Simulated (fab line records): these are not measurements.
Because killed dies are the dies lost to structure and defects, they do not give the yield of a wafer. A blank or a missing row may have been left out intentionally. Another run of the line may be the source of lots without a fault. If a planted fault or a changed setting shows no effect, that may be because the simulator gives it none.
Which tool was responsible? | flow nand_harc | 12 lots with 36 wafers sampled at 6 steps, on a route of 1302 steps

## WHAT EACH GAUGE READ, for each wafer
NHARC_A_SGD_CUT_INSPECT_11.
lot  | measured     | on                | raw_defect_count
L075 | day 18 11:44 | defect_inspect-01 | 75 81 64
L078 | day 19 10:44 | defect_inspect-01 | 113 117 118
L080 | day 20 16:46 | defect_inspect-02 | 68 71 61
L081 | day 21 19:45 | defect_inspect-01 | 81 78 74
L082 | day 22 03:37 | defect_inspect-02 | 30 23 35
L084 | day 22 14:53 | defect_inspect-02 | 61 66 52
L087 | day 23 08:26 | defect_inspect-02 | 60 82 50
L089 | day 23 20:39 | defect_inspect-02 | 105 105 103
L092 | day 25 11:20 | defect_inspect-02 | 25 22 20
L094 | day 26 22:34 | defect_inspect-01 | 105 113 112
L095 | day 27 06:52 | defect_inspect-01 | 44 61 44
L097 | day 27 16:08 | defect_inspect-01 | 55 55 45

## WHAT TOOL EACH LOT RAN ON (gives the tool, then ch and the chambers of the sampled wafers, and finally the start)
lot  | NHARC_A_STAIRCASE_ETCHBACK_416                | NHARC_A_STAIRCASE_DEP_417       | NHARC_A_STAIRCASE_STRIP_475                   | NHARC_A_STAIRCASE_DEP_471       | NHARC_A_SGD_CUT_DEP_00
L075 | rie_diel-07 ch 1,2, day 16 09:40 or earlier   | pecvd-01 ch 0,2, day 16 09:40   | rie_diel-08 ch 2,3, day 18 10:11 or earlier   | pecvd-02 ch 0,1, day 18 10:11   | pecvd-01 ch 0,1,2, day 18 10:53
L078 | rie_diel-01 ch 0,1,3, day 17 18:44 or earlier | pecvd-01 ch 1,2, day 17 18:44   | rie_diel-08 ch 2,3, day 19 09:12 or earlier   | pecvd-01 ch 0,1,2, day 19 09:12 | pecvd-03 ch 0,2, day 19 09:56
L080 | rie_diel-07 ch 0,1,2, day 18 20:44 or earlier | pecvd-02 ch 0,2, day 18 20:44   | rie_diel-07 ch 0,1,2, day 20 15:14 or earlier | pecvd-02 ch 0,1, day 20 15:14   | pecvd-03 ch 0,1, day 20 15:55
L081 | rie_diel-01 ch 0,2,3, day 19 21:14 or earlier | pecvd-01 ch 0,1,2, day 19 21:14 | rie_diel-07 ch 0,3, day 21 18:14 or earlier   | pecvd-04 ch 1,2, day 21 18:14   | pecvd-01 ch 1,2, day 21 18:55
L082 | rie_diel-08 ch 0,2,3, day 20 05:14 or earlier | pecvd-02 ch 0,2, day 20 05:14   | rie_diel-01 ch 0,2,3, day 22 02:05 or earlier | pecvd-02 ch 0,1,2, day 22 02:05 | pecvd-03 ch 0,2, day 22 02:48
L084 | rie_diel-01 ch 1,2,3, day 20 18:22 or earlier | pecvd-04 ch 0,1, day 20 18:22   | rie_diel-08 ch 0,1,2, day 22 13:16 or earlier | pecvd-04 ch 0,1,2, day 22 13:16 | pecvd-01 ch 0,2, day 22 13:57
L087 | rie_diel-01 ch 0,1,2, day 21 11:51 or earlier | pecvd-01 ch 0,1,2, day 21 11:51 | rie_diel-08 ch 1,2,3, day 23 06:47            | pecvd-02 ch 0,1,2, day 23 06:53 | pecvd-01 ch 0,1,2, day 23 07:35
L089 | rie_diel-07 ch 2,3, day 22 01:52 or earlier   | pecvd-04 ch 0,1, day 22 01:52   | rie_diel-07 ch 1,3, day 23 19:18 or earlier   | pecvd-01 ch 0,1, day 23 19:18   | pecvd-01 ch 0,1,2, day 23 19:59
L092 | rie_diel-07 ch 1,2,3, day 23 08:11 or earlier | pecvd-04 ch 1,2, day 23 08:11   | rie_diel-01 ch 1,2, day 25 09:51 or earlier   | pecvd-04 ch 0,2, day 25 09:51   | pecvd-01 ch 0,1, day 25 10:32
L094 | rie_diel-07 ch 0,1,3, day 24 19:31 or earlier | pecvd-01 ch 0,1,2, day 24 19:31 | rie_diel-08 ch 0,1,2, day 26 21:07 or earlier | pecvd-02 ch 0,1,2, day 26 21:07 | pecvd-02 ch 0,1,2, day 26 21:48
L095 | rie_diel-07 ch 0,1, day 25 09:38 or earlier   | pecvd-02 ch 0,1,2, day 25 09:38 | rie_diel-01 ch 1,2,3, day 27 05:20 or earlier | pecvd-01 ch 0,1, day 27 05:20   | pecvd-02 ch 0,2, day 27 06:03
L097 | rie_diel-01 ch 1,2,3, day 25 19:01 or earlier | pecvd-04 ch 0,1,2, day 25 19:01 | rie_diel-07 ch 0,1,2, day 27 14:36 or earlier | pecvd-01 ch 0,1,2, day 27 14:36 | pecvd-01 ch 0,1,2, day 27 15:17
- NHARC_A_STAIRCASE_ETCHBACK_416: etches the open film in C4F8/O2/Ar, target depth 36 nm, time 7.2 s.
- NHARC_A_STAIRCASE_DEP_417: deposits Si3N4, target thk 60 nm.
- NHARC_A_STAIRCASE_STRIP_475: strips in O2, time 20 s.
- NHARC_A_STAIRCASE_DEP_471: deposits SiO2, target thk 100 nm.
- NHARC_A_SGD_CUT_DEP_00: deposits SiNx, target thk 50 nm.

## THE ANSWER, worked out from the rows above alone
Rule: usual is defined by the lots themselves. Put in order of their means at a reading, lots are off if they are a third of the lots or fewer, leave a main group of 4 or more, and stand apart from it by a gap of 3 or more times the standard deviation of the main group's means; of several such gaps the widest counts. A main group is skipped when, at the precision printed for the reading in the tables above, its means are all equal. Also off: a lot with no number at a reading for which 4 or more lots have one. Any other lot the step has rows for is counted as sound.
Nothing can be told from this: no lot is off at any reading shown.

## WHAT HAD BEEN PUT IN BY THE SIMULATOR
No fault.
